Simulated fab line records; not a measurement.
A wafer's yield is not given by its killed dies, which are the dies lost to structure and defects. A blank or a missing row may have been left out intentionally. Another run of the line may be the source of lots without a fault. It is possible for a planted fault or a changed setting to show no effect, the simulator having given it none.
Split-lot trial / flow n5Finfet / route with 1938 steps; 7 lots, 21 wafers read

== THE SPLIT ==
At N5_PASSIVATION_ETCH_54 (etches SiO2 in CHF3/O2, target depth 880 nm, time 440 s), the setting sourceW was moved away from the recipe's 650 W on 9 of the 21 wafers read, by -15.3% to +15.7%. This setting was run at the recipe's value on the other wafers.

The reading comes from the split's own step.

== THE READING ==
etch.depthNm (the simulator's own value, which no gauge read), in nm, at N5_PASSIVATION_ETCH_54 (etches SiO2 in CHF3/O2, target depth 880 nm, time 440 s). The file does not state a usual value for it. The 12 wafers here that ran the recipe average 871.7 nm, standard deviation 15 nm.

wafer=L075.2; tool, chamber at the split=rieDiel-02, 2; sourceW as run, W=650; against the recipe=recipe; etch.depthNm, nm=852.6; against lot-mates on the recipe=-
wafer=L075.3; tool, chamber at the split=rieDiel-02, 0; sourceW as run, W=606.8; against the recipe=-6.6%; etch.depthNm, nm=850.2; against lot-mates on the recipe=-2.4
wafer=L075.5; tool, chamber at the split=rieDiel-02, 2; sourceW as run, W=606.8; against the recipe=-6.6%; etch.depthNm, nm=826.6; against lot-mates on the recipe=-26.0
wafer=L074.3; tool, chamber at the split=rieDiel-06, 3; sourceW as run, W=603.3; against the recipe=-7.2%; etch.depthNm, nm=843.5; against lot-mates on the recipe=no lot-mate on the recipe
wafer=L074.4; tool, chamber at the split=rieDiel-06, 1; sourceW as run, W=603.3; against the recipe=-7.2%; etch.depthNm, nm=851; against lot-mates on the recipe=no lot-mate on the recipe
wafer=L074.6; tool, chamber at the split=rieDiel-06, 2; sourceW as run, W=603.3; against the recipe=-7.2%; etch.depthNm, nm=827; against lot-mates on the recipe=no lot-mate on the recipe
wafer=L086.2; tool, chamber at the split=rieDiel-02, 3; sourceW as run, W=650; against the recipe=recipe; etch.depthNm, nm=880.5; against lot-mates on the recipe=-
wafer=L086.5; tool, chamber at the split=rieDiel-02, 1; sourceW as run, W=650; against the recipe=recipe; etch.depthNm, nm=903.8; against lot-mates on the recipe=-
wafer=L086.6; tool, chamber at the split=rieDiel-02, 0; sourceW as run, W=583.1; against the recipe=-10.3%; etch.depthNm, nm=843.8; against lot-mates on the recipe=-48.4
wafer=L088.1; tool, chamber at the split=rieDiel-05, 2; sourceW as run, W=752.3; against the recipe=+15.7%; etch.depthNm, nm=916.2; against lot-mates on the recipe=+50.3
wafer=L088.3; tool, chamber at the split=rieDiel-05, 3; sourceW as run, W=650; against the recipe=recipe; etch.depthNm, nm=865.9; against lot-mates on the recipe=-
wafer=L088.5; tool, chamber at the split=rieDiel-05, 2; sourceW as run, W=752.3; against the recipe=+15.7%; etch.depthNm, nm=915.5; against lot-mates on the recipe=+49.6
wafer=L089.1; tool, chamber at the split=rieDiel-05, 1; sourceW as run, W=650; against the recipe=recipe; etch.depthNm, nm=872.4; against lot-mates on the recipe=-
wafer=L089.3; tool, chamber at the split=rieDiel-05, 3; sourceW as run, W=650; against the recipe=recipe; etch.depthNm, nm=865.1; against lot-mates on the recipe=-
wafer=L089.4; tool, chamber at the split=rieDiel-05, 1; sourceW as run, W=650; against the recipe=recipe; etch.depthNm, nm=879.4; against lot-mates on the recipe=-
wafer=L092.1; tool, chamber at the split=rieDiel-02, 3; sourceW as run, W=650; against the recipe=recipe; etch.depthNm, nm=875.7; against lot-mates on the recipe=-
wafer=L092.4; tool, chamber at the split=rieDiel-02, 0; sourceW as run, W=650; against the recipe=recipe; etch.depthNm, nm=867.3; against lot-mates on the recipe=-
wafer=L092.6; tool, chamber at the split=rieDiel-02, 3; sourceW as run, W=650; against the recipe=recipe; etch.depthNm, nm=886.8; against lot-mates on the recipe=-
wafer=L097.1; tool, chamber at the split=rieDiel-06, 0; sourceW as run, W=550.6; against the recipe=-15.3%; etch.depthNm, nm=795.2; against lot-mates on the recipe=-60.4
wafer=L097.3; tool, chamber at the split=rieDiel-06, 3; sourceW as run, W=650; against the recipe=recipe; etch.depthNm, nm=870.1; against lot-mates on the recipe=-
wafer=L097.4; tool, chamber at the split=rieDiel-06, 2; sourceW as run, W=650; against the recipe=recipe; etch.depthNm, nm=841.1; against lot-mates on the recipe=-

FIT RESULTS
A straight line over all 21 wafers: etch.depthNm changes by +3.58 nm for each +1% of sourceW; r = +0.87; the points scatter about the line by 15 nm.
The same after taking each lot's own level away (the mean of its wafers on the recipe; 18 wafers): +3.44 nm for each +1%; r = +0.93; scatter 10 nm.
That fit puts the effect of the largest move of sourceW on the reading at 54 nm.
The span of the lots' own levels, 852.60 to 892.15 nm, comes to 2.6 times the standard deviation stated above.
Consequently the slope shifts little with the lot-to-lot level, the two slopes agreeing.
Check: +55.1 nm against its lot-mates is what the line predicts for one of the wafers moved furthest among these (+15.7%) when that wafer is left out of the fit. Against them it came out at +50.3 nm.

== THE WHOLE CHAIN: every reading that the file lists as answering this split, in the file's order ==
step=N5_PASSIVATION_ETCH_54; what it does=etches SiO2 in CHF3/O2, target depth 880 nm, time 440 s; reading=PASSIVATION.featureDepthNm (the simulator's own value, which no gauge read); change (the file's fit)=+3.65 nm for each +1% of the setting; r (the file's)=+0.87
step=N5_PASSIVATION_ETCH_54; what it does=etches SiO2 in CHF3/O2, target depth 880 nm, time 440 s; reading=etch.depthNm (the simulator's own value, which no gauge read); change (the file's fit)=+3.65 nm for each +1% of the setting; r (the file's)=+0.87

== FILE'S OWN FIT ==
etch.depthNm changes by +3.65 nm for each +1% of sourceW, r = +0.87.
